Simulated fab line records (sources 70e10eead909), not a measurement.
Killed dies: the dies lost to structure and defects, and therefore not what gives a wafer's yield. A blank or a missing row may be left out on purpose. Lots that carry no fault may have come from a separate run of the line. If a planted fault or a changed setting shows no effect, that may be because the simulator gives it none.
The tool behind it: which one? | flow nand-harc | Sampling: 14 lots, 42 wafers, 4 of 1302 route steps

## WHAT THE GAUGES READ, wafer by wafer
The record lacks any reading of a measuring or inspecting step that a usual standard deviation could be used to judge.

## EACH LOT AND THE TOOL THAT RAN IT (in order: tool; ch and the chambers of the sampled wafers; start)
lot  | NHARC_P_M0_ETCH_34                 | NHARC_P_M0_STRIP_18                | NHARC_P_M0_ANNEAL_30             | NHARC_P_M1_EXPOSE_06
L278 | rie-diel-04 ch 2,3, day 6 14:23    | rie-diel-04 ch 0,1,3, day 6 14:44  | rtp-anneal-02 ch 0, day 6 16:01  | arfi-scanner-03 ch 0, day 6 18:01
L280 | rie-diel-02 ch 1,2,3, day 7 10:20  | rie-diel-03 ch 0,2, day 7 10:39    | rtp-anneal-01 ch 0, day 7 11:55  | arfi-scanner-02 ch 0, day 7 14:09
L283 | rie-diel-03 ch 1,2, day 8 16:49    | rie-diel-02 ch 0,1,3, day 8 17:09  | rtp-anneal-01 ch 0, day 8 18:27  | arfi-scanner-02 ch 0, day 8 20:29
L284 | rie-diel-02 ch 0,1,3, day 8 22:59  | rie-diel-04 ch 1,2, day 8 23:16    | rtp-anneal-02 ch 0, day 9 00:36  | arfi-scanner-03, day 9 02:38
L285 | rie-diel-02 ch 0,1,2, day 9 11:52  | rie-diel-04 ch 0,2,3, day 9 12:11  | rtp-anneal-02 ch 0, day 9 13:35  | arfi-scanner-03, day 9 15:30
L290 | rie-diel-03 ch 0,2,3, day 11 07:16 | rie-diel-04 ch 0,1,3, day 11 07:32 | rtp-anneal-01 ch 0, day 11 08:52 | arfi-scanner-03 ch 0, day 11 10:52
L292 | rie-diel-04 ch 0,1,3, day 12 05:28 | rie-diel-04 ch 0,1,3, day 12 05:47 | rtp-anneal-02 ch 0, day 12 07:07 | arfi-scanner-03 ch 0, day 12 09:06
L293 | rie-diel-02 ch 0,2,3, day 12 20:25 | rie-diel-02 ch 0,3, day 12 20:50   | rtp-anneal-01 ch 0, day 12 22:14 | arfi-scanner-03 ch 0, day 13 00:03
L294 | rie-diel-03 ch 1,2,3, day 13 07:43 | rie-diel-03 ch 0,1,2, day 13 08:01 | rtp-anneal-01 ch 0, day 13 09:26 | arfi-scanner-01 ch 0, day 13 11:30
L295 | rie-diel-04 ch 1,2, day 13 08:31   | rie-diel-03 ch 2,3, day 13 08:49   | rtp-anneal-02 ch 0, day 13 10:06 | arfi-scanner-02 ch 0, day 13 12:10
L296 | rie-diel-02 ch 1,2,3, day 13 22:46 | rie-diel-04 ch 0,1,3, day 13 23:06 | rtp-anneal-02 ch 0, day 14 00:25 | arfi-scanner-01 ch 0, day 14 02:29
L297 | rie-diel-03 ch 0,1, day 14 15:13   | rie-diel-02 ch 1,2, day 14 15:30   | rtp-anneal-02 ch 0, day 14 16:50 | arfi-scanner-01 ch 0, day 14 18:44
L298 | rie-diel-03 ch 0,1, day 14 18:00   | rie-diel-02 ch 0,1,2, day 14 18:20 | rtp-anneal-01 ch 0, day 14 19:46 | arfi-scanner-01 ch 0, day 14 21:35
L299 | rie-diel-03 ch 0,3, day 15 04:39   | rie-diel-03 ch 0,1,3, day 15 05:01 | rtp-anneal-02 ch 0, day 15 06:22 | arfi-scanner-03 ch 0, day 15 08:40
- NHARC_P_M0_ETCH_34: etches the open film in N2/H2, target depth 40 nm, overetch 12 nm, time 43.94 s.
- NHARC_P_M0_STRIP_18: strips in N2/H2.
- NHARC_P_M0_ANNEAL_30: time 90 s.
- NHARC_P_M1_EXPOSE_06: exposes mask P M1, target cd 130 nm.

## WHAT THE TOOLS THEMSELVES READ (means of the sampled wafers that have a number; where no wafer has one, the mark that the record gives instead)
NHARC_P_M0_ETCH_34. Usual: drypump-motor-current-A 5.9 A, standard deviation 0.37; oes-product-au 1.002 a.u., standard deviation 0.009; rf-vpp-V 430.4 V, standard deviation 2.2; showerhead-plenum-p-Torr 2.03 Torr, standard deviation 0.075; throttle-valve-pct 14.172 %, standard deviation 0.0094.
lot  | tool        | drypump-motor-current-A (A) | oes-product-au (a.u.) | rf-vpp-V (V) | showerhead-plenum-p-Torr (Torr) | throttle-valve-pct (%) | flag
L278 | rie-diel-04 | 6.0                         | 0.997                 | 432.3        | 2.11                            | 14.173                 |
L280 | rie-diel-02 | 6.0                         | 1.008                 | 428.6        | 1.99                            | 14.170                 |
L283 | rie-diel-03 | 5.9                         | 1.003                 | 430.9        | 2.06                            | 14.164                 |
L284 | rie-diel-02 | 5.9                         | 0.996                 | 430.8        | 2.05                            | 14.164                 |
L285 | rie-diel-02 | 5.9                         | 1.001                 | 430.3        | 2.01                            | 14.174                 |
L290 | rie-diel-03 | 6.3                         | 1.013                 | 430.2        | 2.02                            | 14.176                 |
L292 | rie-diel-04 | 5.6                         | 0.994                 | 429.2        | 2.01                            | 14.169                 |
L293 | rie-diel-02 | 5.9                         | 0.996                 | 429.9        | 2.02                            | 14.175                 |
L294 | rie-diel-03 | 6.2                         | 1.001                 | 430.3        | 2.03                            | 14.174                 |
L295 | rie-diel-04 | 5.8                         | 1.003                 | 430.8        | 2.04                            | 14.181                 |
L296 | rie-diel-02 | 6.0                         | 1.000                 | 428.1        | 1.97                            | 14.173                 |
L297 | rie-diel-03 | 5.6                         | 0.993                 | 431.8        | 2.11                            | 14.174                 |
L298 | rie-diel-03 | 5.7                         | 0.997                 | 431.8        | 2.09                            | 14.167                 |
L299 | rie-diel-03 | 5.9                         | 0.989                 | 431.2        | 2.07                            | 14.173                 |

NHARC_P_M0_STRIP_18. Usual: drypump-motor-current-A 5.8 A, standard deviation 0.35; oes-product-au 1.002 a.u., standard deviation 0.0077; rf-vpp-V 90.5 V, standard deviation 0.93; showerhead-plenum-p-Torr 2.03 Torr, standard deviation 0.074; throttle-valve-pct 14.172 %, standard deviation 0.009.
lot  | tool        | drypump-motor-current-A (A) | oes-product-au (a.u.) | rf-vpp-V (V) | showerhead-plenum-p-Torr (Torr) | throttle-valve-pct (%) | flag
L278 | rie-diel-04 | 5.6                         | 1.004                 | 90.4         | 2.01                            | 14.168                 |
L280 | rie-diel-03 | 6.0                         | 1.000                 | 89.8         | 2.04                            | 14.172                 |
L283 | rie-diel-02 | 5.9                         | 1.000                 | 90.9         | 2.05                            | 14.167                 |
L284 | rie-diel-04 | 6.1                         | 1.003                 | 90.8         | 2.08                            | 14.178                 |
L285 | rie-diel-04 | 5.8                         | 0.998                 | 90.4         | 2.05                            | 14.167                 |
L290 | rie-diel-04 | 5.6                         | 0.997                 | 90.2         | 2.01                            | 14.165                 |
L292 | rie-diel-04 | 5.6                         | 0.997                 | 90.1         | 2.01                            | 14.173                 |
L293 | rie-diel-02 | 5.8                         | 1.006                 | 90.3         | 2.08                            | 14.172                 |
L294 | rie-diel-03 | 6.0                         | 1.003                 | 90.4         | 2.04                            | 14.181                 |
L295 | rie-diel-03 | 6.5                         | 0.998                 | 90.2         | 1.96                            | 14.174                 |
L296 | rie-diel-04 | 5.6                         | 1.005                 | 90.7         | 2.00                            | 14.168                 |
L297 | rie-diel-02 | 6.0                         | 0.997                 | 90.5         | 1.94                            | 14.183                 |
L298 | rie-diel-02 | 5.9                         | 1.003                 | 90.7         | 1.99                            | 14.170                 |
L299 | rie-diel-03 | 5.8                         | 0.996                 | 90.8         | 2.08                            | 14.166                 |

NHARC_P_M0_ANNEAL_30. Usual: wafer_temp_C_max at 226.4, with a standard deviation of 0.39.
lot  | tool          | wafer_temp_C_max | flag
L278 | rtp-anneal-02 | 226.9            |
L280 | rtp-anneal-01 | 226.0            |
L283 | rtp-anneal-01 | 226.1            |
L284 | rtp-anneal-02 | 226.6            |
L285 | rtp-anneal-02 | 226.7            |
L290 | rtp-anneal-01 | 226.3            |
L292 | rtp-anneal-02 | 226.6            |
L293 | rtp-anneal-01 | 226.1            |
L294 | rtp-anneal-01 | 226.0            |
L295 | rtp-anneal-02 | 226.5            |
L296 | rtp-anneal-02 | 226.2            |
L297 | rtp-anneal-02 | 226.7            |
L298 | rtp-anneal-01 | 226.0            |
L299 | rtp-anneal-02 | 226.7            |

NHARC_P_M1_EXPOSE_06. Usual: exposure-dose-mJ-cm2 81.82, standard deviation 0.096; focus-offset-nm 0.1 nm, standard deviation 0.55.
lot  | tool            | exposure-dose-mJ-cm2 | focus-offset-nm (nm) | flag
L278 | arfi-scanner-03 | 81.80                | 0.2                  |
L280 | arfi-scanner-02 | 81.72                | 0.4                  |
L283 | arfi-scanner-02 | 81.83                | -0.1                 |
L284 | arfi-scanner-03 | -                    | -                    | OFF
L285 | arfi-scanner-03 | -                    | -                    | OFF
L290 | arfi-scanner-03 | 81.79                | -0.2                 |
L292 | arfi-scanner-03 | 81.71                | -0.0                 |
L293 | arfi-scanner-03 | 81.92                | 0.3                  |
L294 | arfi-scanner-01 | 81.75                | -0.1                 |
L295 | arfi-scanner-02 | 81.90                | -0.4                 |
L296 | arfi-scanner-01 | 81.72                | 0.5                  |
L297 | arfi-scanner-01 | 81.96                | -0.4                 |
L298 | arfi-scanner-01 | 81.82                | 0.1                  |
L299 | arfi-scanner-03 | 81.79                | -0.8                 |

## THE ANSWER, worked out from the rows above alone
Rule: take the mean of a lot's wafers that have a number; if it is more than 3 standard deviations from the usual mean, the lot is off. Also off: a lot with no number at a reading for which 4 or more lots have one. Where the step has rows for the other lots, those lots are counted as sound. After the gauges, taken in route order, come the tools' own readings; for these a lot's mean is taken, as printed above. The first step at which some lot is off is used, and at that step the reading that is off furthest; a lot without a number counts as furthest.
Off at NHARC_P_M1_EXPOSE_06 (exposure-dose-mJ-cm2): L284, L285. Without a number there: L284, L285.
If a tool, at that step or one of the process steps before it, ran each lot that is off and ran no sound lot following the first of them, it fits. Of those tried, none fits.

## WHAT HAD BEEN PUT IN BY THE SIMULATOR
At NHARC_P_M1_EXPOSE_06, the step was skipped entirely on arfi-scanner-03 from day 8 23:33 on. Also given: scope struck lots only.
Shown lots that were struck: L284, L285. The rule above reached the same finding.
